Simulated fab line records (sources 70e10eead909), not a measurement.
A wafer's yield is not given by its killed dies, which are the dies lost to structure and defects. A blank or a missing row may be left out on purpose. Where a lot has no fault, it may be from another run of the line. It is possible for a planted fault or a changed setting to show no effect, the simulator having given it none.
Matching of chambers | flow nand harc | NHARC_P_M0_STRIP_18 on rie diel-01: 4 sister chambers
The step strips in N2/H2. 8 wafers are shown with their chamber, then 7 later ones without.

WAFERS PAIRED WITH THEIR CHAMBERS
wafer  | chamber | rf vpp V (V) | showerhead plenum p Torr (Torr)
L080.1 | 1       | 90.6         | 2.01
L080.2 | 0       | 90.1         | 1.99
L086.5 | 2       | 89.8         | 1.90
L089.1 | 3       | 91.4         | 2.21
L089.2 | 0       | 90.3         | 1.97
L089.4 | 2       | 89.2         | 1.90
L092.1 | 3       | 91.5         | 2.21
L092.5 | 1       | 90.4         | 2.00

WAFERS WITH NO CHAMBER GIVEN
wafer  | rf vpp V (V) | showerhead plenum p Torr (Torr)
L092.6 | 89.1         | 1.89
L093.1 | 90.8         | 1.89
L093.3 | 90.4         | 2.00
L093.5 | 89.1         | 2.00
L094.3 | 89.1         | 1.89
L094.4 | 90.2         | 1.97
L094.5 | 92.2         | 2.00

EACH ONE'S CHAMBER
wafer  | from the rows above     | in truth
L092.6 | 2                       | 2
L093.1 | 2                       | 2
L093.3 | can't be placed: 1 or 0 | 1
L093.5 | can't be placed: 0 or 1 | 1
L094.3 | 2                       | 2
L094.4 | 0                       | 0
L094.5 | can't be placed: 1 or 0 | 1
Correctly placed: 4 of 7. These rows do not allow placing 3 (true chamber among the candidates in 3). Placed wrongly: 0.
How it was worked out, from the rows above alone: a wafer's distance from a chamber is the root of the sum, over the readings, of the square of ((its reading less the chamber's mean) divided by the reading's scatter). If the next closest chamber is less than 2 further off than the closest, the wafer can't be placed; otherwise it belongs to the closest. The mean given for a chamber averages the wafers shown for that chamber. How the scatter is found: for the shown wafers, subtract from each reading the mean of its chamber, square and add these, divide the total by (wafers less chambers), then take the root.
